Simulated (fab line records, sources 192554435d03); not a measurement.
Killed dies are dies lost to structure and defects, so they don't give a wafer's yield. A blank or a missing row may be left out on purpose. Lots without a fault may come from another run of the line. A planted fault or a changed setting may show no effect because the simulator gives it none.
Which tool did it? | flow n5_finfet | 11 lots, 32 wafers sampled, at 5 steps of a route of 1938

WHAT THE GAUGES READ, wafer by wafer
N5_MIM_BOT_LITHO_CD_MEAS_08: target cd 3000 nm. Usual: cd_nm 2999.7 nm, standard deviation 1.9.
lot  | measured     | on        | cd_nm (nm)           | flag
L532 | day 11 21:47 | cd_sem-01 | 2999.3 3000.5 3000.3 |
L533 | day 11 23:04 | cd_sem-02 | 3002.1 3002.9        |
L534 | day 12 01:56 | cd_sem-03 | 3000.9 3001.5 3002.1 |
L536 | day 12 19:23 | cd_sem-01 | 3002.1 3000.5 3002.5 |
L538 | day 13 06:02 | cd_sem-03 | 3000.5 2999.6 3002.0 |
L541 | day 14 10:55 | cd_sem-03 | 3022.0 3014.9 3008.6 | OFF
L546 | day 15 10:57 | cd_sem-01 | 2997.8 3000.1 2999.4 |
L548 | day 16 09:17 | cd_sem-02 | 2999.0 2999.0 3001.5 |
L551 | day 17 07:58 | cd_sem-03 | 3001.0 2998.9 2999.1 |
L552 | day 17 11:50 | cd_sem-03 | 2998.0 2998.0 2998.8 |
L555 | day 17 15:17 | cd_sem-01 | 2996.8 2996.9 2995.6 |

WHICH TOOL RAN EACH LOT (tool, then ch and the chambers of the sampled wafers, then the start)
lot  | N5_BEOL_M15_SPUTTER_45       | N5_PASSIVATION_PECVD_00         | N5_MIM_TOP_ALD_02                           | N5_MIM_BOT_LITHO_EXPOSE_05
L532 | pvd_sputter-01, day 11 16:10 | pecvd-02 ch 0,1,2, day 11 18:17 | ald_hk-01 ch 0,2,3, day 11 21:37 or earlier | krf_scanner-01 ch 0, day 11 21:37
L533 | pvd_sputter-02, day 11 17:59 | pecvd-02 ch 0, day 11 20:04     | ald_hk-03 ch 0,1, day 11 22:53 or earlier   | krf_scanner-02 ch 0, day 11 22:53
L534 | pvd_sputter-01, day 11 21:21 | pecvd-03 ch 0,1,2, day 11 23:27 | ald_hk-02 ch 0,1,2, day 12 01:46 or earlier | krf_scanner-02 ch 0, day 12 01:46
L536 | pvd_sputter-01, day 12 12:20 | pecvd-04 ch 1,2, day 12 14:26   | ald_hk-02 ch 0,3, day 12 19:13 or earlier   | krf_scanner-01 ch 0, day 12 19:13
L538 | pvd_sputter-03, day 13 00:23 | pecvd-02 ch 0,1,2, day 13 02:28 | ald_hk-02 ch 0,1, day 13 05:52 or earlier   | krf_scanner-02 ch 0, day 13 05:52
L541 | pvd_sputter-02, day 14 02:02 | pecvd-03 ch 0,2, day 14 04:07   | ald_hk-03 ch 1,2, day 14 10:45 or earlier   | krf_scanner-02 ch 0, day 14 10:45
L546 | pvd_sputter-01, day 15 05:50 | pecvd-04 ch 1,2, day 15 07:58   | ald_hk-02 ch 2,3, day 15 10:46 or earlier   | krf_scanner-01 ch 0, day 15 10:46
L548 | pvd_sputter-03, day 15 23:32 | pecvd-03 ch 0,1,2, day 16 01:38 | ald_hk-03 ch 0,1,3, day 16 09:07 or earlier | krf_scanner-01 ch 0, day 16 09:07
L551 | pvd_sputter-03, day 17 01:22 | pecvd-04 ch 0,1,2, day 17 05:14 | ald_hk-03 ch 1,3, day 17 07:47 or earlier   | krf_scanner-01 ch 0, day 17 07:47
L552 | pvd_sputter-03, day 17 06:30 | pecvd-02 ch 1,2, day 17 08:53   | ald_hk-03 ch 0,1,2, day 17 11:40 or earlier | krf_scanner-01 ch 0, day 17 11:40
L555 | pvd_sputter-01, day 17 10:00 | pecvd-02 ch 0,1,2, day 17 12:17 | ald_hk-02 ch 0,2, day 17 15:07 or earlier   | krf_scanner-01 ch 0, day 17 15:07
- N5_BEOL_M15_SPUTTER_45: material Cu, target thk 100 nm, time 16.67 s.
- N5_PASSIVATION_PECVD_00: deposits SiO2 from SiH4/N2O, target thk 200 nm, time 11.2 s.
- N5_MIM_TOP_ALD_02: deposits Al2O3, purge time 3 s, co reactant pulse time 3 s.
- N5_MIM_BOT_LITHO_EXPOSE_05: exposes mask MIM BOT.

WHAT THE TOOLS THEMSELVES READ (means of the sampled wafers that have a number; where no wafer has one, the mark that the record gives instead)
N5_BEOL_M15_SPUTTER_45. Usual: throttle_valve_pct 30.2 %, standard deviation 0.63.
lot  | tool           | throttle_valve_pct (%) | flag
L532 | pvd_sputter-01 | 30.0                   |
L533 | pvd_sputter-02 | 29.8                   |
L534 | pvd_sputter-01 | 29.6                   |
L536 | pvd_sputter-01 | 29.7                   |
L538 | pvd_sputter-03 | 30.4                   |
L541 | pvd_sputter-02 | 30.2                   |
L546 | pvd_sputter-01 | 29.7                   |
L548 | pvd_sputter-03 | 30.5                   |
L551 | pvd_sputter-03 | 29.8                   |
L552 | pvd_sputter-03 | 29.9                   |
L555 | pvd_sputter-01 | 29.9                   |

N5_PASSIVATION_PECVD_00. Usual: heater_power_w 675 W, standard deviation 81; showerhead_plenum_p_Torr 8.11 Torr, standard deviation 0.12; throttle_valve_pct 51.5 %, standard deviation 2.9.
lot  | tool     | heater_power_w (W) | showerhead_plenum_p_Torr (Torr) | throttle_valve_pct (%) | flag
L532 | pecvd-02 | 673                | 8.04                            | 52.2                   |
L533 | pecvd-02 | 620                | 8.23                            | 49.8                   |
L534 | pecvd-03 | 688                | 8.20                            | 52.0                   |
L536 | pecvd-04 | 768                | 8.16                            | 47.7                   |
L538 | pecvd-02 | 671                | 8.05                            | 52.2                   |
L541 | pecvd-03 | 686                | 8.12                            | 52.3                   |
L546 | pecvd-04 | 683                | 8.20                            | 50.0                   |
L548 | pecvd-03 | 666                | 8.18                            | 52.3                   |
L551 | pecvd-04 | 711                | 8.13                            | 50.3                   |
L552 | pecvd-02 | 631                | 7.97                            | 52.8                   |
L555 | pecvd-02 | 676                | 8.05                            | 52.4                   |

N5_MIM_TOP_ALD_02. Usual: precursor_pulse_height_rel 1.002, standard deviation 0.019.
lot  | tool      | precursor_pulse_height_rel | flag
L532 | ald_hk-01 | 1.004                      |
L533 | ald_hk-03 | 0.982                      |
L534 | ald_hk-02 | 1.013                      |
L536 | ald_hk-02 | 1.011                      |
L538 | ald_hk-02 | 0.986                      |
L541 | ald_hk-03 | 1.001                      |
L546 | ald_hk-02 | 0.999                      |
L548 | ald_hk-03 | 1.012                      |
L551 | ald_hk-03 | 1.005                      |
L552 | ald_hk-03 | 0.996                      |
L555 | ald_hk-02 | 1.006                      |

THE ANSWER, worked out from the rows above alone
Rule: a lot is off if the mean of its wafers that have a number lies more than 3 standard deviations from the usual mean. A lot without any number at a reading at which 4 lots or more have one is off too. The other lots that the step has rows for count as sound. The gauges are gone through in route order, then the tools' own readings, and for those a lot's mean is taken as printed above. The first step at which some lot is off is used, and at that step the reading that is off furthest; a lot without a number counts as furthest.
Off: L541, at N5_MIM_BOT_LITHO_CD_MEAS_08 (cd_nm).
A tool fits if, at a process step before that reading, it ran every lot that is off, and no sound lot after the first of them. The gauges at N5_MIM_BOT_LITHO_CD_MEAS_08 are tried like those tools. N5_MIM_TOP_ALD_02 gives no start for some lots, so the hours and the order of its lots are those of N5_MIM_BOT_LITHO_EXPOSE_05. Can't be told from this: 2 tools fit, pvd_sputter-02 at N5_BEOL_M15_SPUTTER_45, krf_scanner-02 at N5_MIM_BOT_LITHO_EXPOSE_05.

WHAT THE SIMULATOR HAD PUT IN
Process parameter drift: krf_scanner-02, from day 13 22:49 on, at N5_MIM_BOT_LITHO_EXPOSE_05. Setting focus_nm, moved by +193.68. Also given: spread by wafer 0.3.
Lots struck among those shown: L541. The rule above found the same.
